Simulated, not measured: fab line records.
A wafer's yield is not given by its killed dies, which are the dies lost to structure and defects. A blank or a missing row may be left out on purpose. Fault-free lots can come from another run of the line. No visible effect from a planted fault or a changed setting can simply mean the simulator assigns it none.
Chamber matching :: flow n5_finfet :: N5_BEOL_M4_DEP_57 on pecvd-04 has 3 sister chambers
The step deposits SiCN from 3MS/NH3, target thk 8 nm, time 14 s. 6 wafers are shown with their chamber, then 7 later ones without.

EACH WAFER AND ITS CHAMBER
wafer: L078.6
chamber: 0
throttle_valve_pct (%): 8.8
showerhead_plenum_p_Torr (Torr): 3.660

wafer: L082.2
chamber: 0
throttle_valve_pct (%): 9.1
showerhead_plenum_p_Torr (Torr): 3.663

wafer: L090.2
chamber: 1
throttle_valve_pct (%): 9.1
showerhead_plenum_p_Torr (Torr): 3.656

wafer: L090.6
chamber: 2
throttle_valve_pct (%): 8.8
showerhead_plenum_p_Torr (Torr): 3.655

wafer: L092.1
chamber: 1
throttle_valve_pct (%): 9.3
showerhead_plenum_p_Torr (Torr): 3.653

wafer: L092.3
chamber: 2
throttle_valve_pct (%): 8.6
showerhead_plenum_p_Torr (Torr): 3.654

WAFERS WITHOUT THEIR CHAMBER
wafer: L092.6
throttle_valve_pct (%): 8.7
showerhead_plenum_p_Torr (Torr): 3.649

wafer: L094.2
throttle_valve_pct (%): 9.0
showerhead_plenum_p_Torr (Torr): 3.661

wafer: L094.3
throttle_valve_pct (%): 8.9
showerhead_plenum_p_Torr (Torr): 3.637

wafer: L094.6
throttle_valve_pct (%): 8.9
showerhead_plenum_p_Torr (Torr): 3.654

wafer: L095.1
throttle_valve_pct (%): 9.1
showerhead_plenum_p_Torr (Torr): 3.651

wafer: L095.2
throttle_valve_pct (%): 9.0
showerhead_plenum_p_Torr (Torr): 3.667

wafer: L095.5
throttle_valve_pct (%): 8.8
showerhead_plenum_p_Torr (Torr): 3.659

EACH ONE'S CHAMBER
wafer: L092.6
from the rows above: can't be placed: 2 or 1
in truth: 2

wafer: L094.2
from the rows above: 0
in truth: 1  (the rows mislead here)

wafer: L094.3
from the rows above: can't be placed: 2 or 1
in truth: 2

wafer: L094.6
from the rows above: can't be placed: 2 or 1
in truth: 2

wafer: L095.1
from the rows above: can't be placed: 1 or 2
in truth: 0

wafer: L095.2
from the rows above: 0
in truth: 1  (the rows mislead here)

wafer: L095.5
from the rows above: can't be placed: 0 or 2 or 1
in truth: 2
Correctly placed: 0 of 7. Not placeable from these rows: 5 (in 4, the candidates include the true chamber). Placed wrongly: 2.
How it was worked out, from the rows above alone: a wafer's distance from a chamber is the root of the sum, over the readings, of the square of ((its reading less the chamber's mean) divided by the reading's scatter). The wafer belongs to the nearest chamber; if the next one is less than 2 further off, it can't be placed. Each chamber's mean is taken over the wafers shown for it. The scatter is the square root of a quotient: the sum, over the shown wafers, of each reading's squared deviation from its chamber's mean, divided by wafers minus chambers.
